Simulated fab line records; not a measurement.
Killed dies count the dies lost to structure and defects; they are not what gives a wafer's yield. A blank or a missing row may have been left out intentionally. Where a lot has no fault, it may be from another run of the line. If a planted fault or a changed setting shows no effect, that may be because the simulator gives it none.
What tool caused it? / flow nandHarc / 14 lots (42 wafers sampled), 1 step of a 1302-step route

== WHAT THE GAUGES SHOWED, per wafer ==
NHARC_A_BONDPAD_CD_MEAS_09: the cd target is 500 nm. Usual: cdNm at 500.0 nm, with a standard deviation of 2.1.
lot=L767; measured=day 23 01:58; on=cdSem-01; cdNm (nm)=498.4 500.4 498.8; flag=
lot=L766; measured=day 23 14:53; on=cdSem-03; cdNm (nm)=501.4 499.5 500.8; flag=
lot=L771; measured=day 25 03:59; on=cdSem-03; cdNm (nm)=503.5 501.4 500.5; flag=
lot=L773; measured=day 26 11:06; on=cdSem-01; cdNm (nm)=499.5 500.8 497.2; flag=
lot=L778; measured=day 28 06:52; on=cdSem-02; cdNm (nm)=496.9 500.0 501.9; flag=
lot=L779; measured=day 28 10:40; on=cdSem-02; cdNm (nm)=501.7 500.6 501.7; flag=
lot=L781; measured=day 28 19:24; on=cdSem-01; cdNm (nm)=496.5 500.0 495.8; flag=
lot=L782; measured=day 30 14:20; on=cdSem-03; cdNm (nm)=505.0 502.4 501.2; flag=
lot=L784; measured=day 30 15:12; on=cdSem-01; cdNm (nm)=502.0 500.6 501.7; flag=
lot=L785; measured=day 30 22:39; on=cdSem-03; cdNm (nm)=499.3 497.1 500.3; flag=
lot=L786; measured=day 31 11:39; on=cdSem-01; cdNm (nm)=495.5 500.5 499.4; flag=
lot=L788; measured=day 32 04:59; on=cdSem-02; cdNm (nm)=502.1 501.5 504.1; flag=
lot=L787; measured=day 32 06:02; on=cdSem-01; cdNm (nm)=504.4 501.4 501.5; flag=
lot=L789; measured=day 32 23:22; on=cdSem-02; cdNm (nm)=497.8 499.4 500.2; flag=

== EACH LOT AND THE TOOL THAT RAN IT (in order: tool; ch and the chambers of the sampled wafers; start) ==
Before these readings, the record contains no process step.

== WHAT THE TOOLS THEMSELVES READ (means of the sampled wafers that have a number; where no wafer has one, the mark that the record gives instead) ==
The record holds no such reading with a usual standard deviation.

== THE ANSWER, worked out from the rows above alone ==
Rule: a lot counts as off when the mean over its wafers that have a number is more than 3 standard deviations away from the usual mean. Also off: a lot with no number at a reading for which 4 or more lots have one. The other lots that the step has rows for count as sound. The gauges are gone through in route order, then the tools' own readings, and for those a lot's mean is taken as printed above. The first step at which some lot is off is used, and at that step the reading that is off furthest; a lot without a number counts as furthest.
Across all readings shown, no lot is off: no conclusion can be drawn from this.

== WHAT WAS PUT IN BY THE SIMULATOR ==
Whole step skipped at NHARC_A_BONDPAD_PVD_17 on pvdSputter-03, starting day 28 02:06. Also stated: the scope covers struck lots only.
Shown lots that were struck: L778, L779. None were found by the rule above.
